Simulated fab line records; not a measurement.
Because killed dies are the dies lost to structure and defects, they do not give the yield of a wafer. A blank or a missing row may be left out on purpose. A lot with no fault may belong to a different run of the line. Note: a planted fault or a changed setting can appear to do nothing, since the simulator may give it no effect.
Split-lot experiment ; flow n5 finfet ; route with 1938 steps; 7 lots, 21 wafers read

== THE SPLIT ==
At N5_GATE_CUT_ETCH_37 (etches SOC in N2/H2, target depth 60 nm, overetch 12 nm, time 90 s), the setting bias w was moved away from the recipe's 150 W on 5 of the 21 wafers read, by -4.6% to +8.9%. The other wafers ran this setting at the recipe's value.

Reading taken at the split's own step.

== THE READING ==
rf vpp V, in V, at N5_GATE_CUT_ETCH_37 (etches SOC in N2/H2, target depth 60 nm, overetch 12 nm, time 90 s). Typical for fault-free wafers on this fab line: 524.8 V, with standard deviation 2.6 V.

wafer;tool, chamber at the split;bias w as run, W;against the recipe;rf vpp V, V;against lot-mates on the recipe
L074.1;rie diel-06, 0;150;recipe;523.2;-
L074.5;rie diel-06, 1;150;recipe;524.4;-
L074.6;rie diel-06, 2;143.1;-4.6%;509.7;-14.1
L077.1;rie diel-03, 1;163.3;+8.9%;555.4;+34.1
L077.2;rie diel-03, 3;163.3;+8.9%;550.7;+29.4
L077.3;rie diel-03, 2;150;recipe;521.3;-
L082.1;rie diel-06, 2;150;recipe;524.1;-
L082.4;rie diel-06, 0;150;recipe;523.5;-
L082.5;rie diel-06, 2;150;recipe;524.8;-
L083.3;rie diel-02, 1;162.7;+8.5%;556.0;+29.8
L083.4;rie diel-02, 0;162.7;+8.5%;555.3;+29.1
L083.6;rie diel-02, 1;150;recipe;526.2;-
L091.1;rie diel-02, 3;150;recipe;528.6;-
L091.2;rie diel-02, 0;150;recipe;527.2;-
L091.4;rie diel-02, 1;150;recipe;527.6;-
L092.2;rie diel-03, 0;150;recipe;522.8;-
L092.5;rie diel-03, 2;150;recipe;521.4;-
L092.6;rie diel-03, 1;150;recipe;526.3;-
L094.1;rie diel-03, 2;150;recipe;521.9;-
L094.3;rie diel-03, 3;150;recipe;522.7;-
L094.5;rie diel-03, 1;150;recipe;526.0;-

FIT RESULTS
A straight line over all 21 wafers: rf vpp V changes by +3.42 V for each +1% of bias w; r = +0.98; the points scatter about the line by 2.4 V.
The same after taking each lot's own level away (the mean of its wafers on the recipe; 21 wafers): +3.49 V for each +1%; r = +0.99; scatter 1.5 V.
On that fit, the largest move of bias w shifts the reading by 31 V.
The span of the lots' own levels, 521.30 to 527.80 V, comes to 2.5 times the standard deviation stated above.
Hence the lot-to-lot level has little effect on the slope; both slopes agree.
Check: for one of the wafers moved furthest among these (+8.9%), held out of the fit, the line's prediction against its lot-mates is +30.1 V. It came out at +34.1 V against them.
Tool readings at the split's step, against how far the setting was moved: rf vpp V r = +0.98.

== ADDITIONAL SPLITS CARRIED BY THESE WAFERS ==
Before the reading, these wafers also passed through other splits. Each is held against what the fit with the lots' levels taken away leaves over:
other split on the same wafers;wafers away from the commonest value;r with rf vpp V (lot level and that fit taken away)
N5_ILD0_CMP_03 down force psi;7;+0.06
N5_HKMG_FIN_PEB_47 peb time s;7;+0.05
N5_HKMG_FIN_DEVELOP_48 develop time s;9;+0.10
N5_HKMG_FIN_COAT_06 spin rpm;8;-0.16
N5_GATE_CUT_DESCUM_18 time s;5;+0.00

== THE FILE'S OWN FIT ==
rf vpp V changes by +3.47 V for each +1% of bias w, r = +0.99.
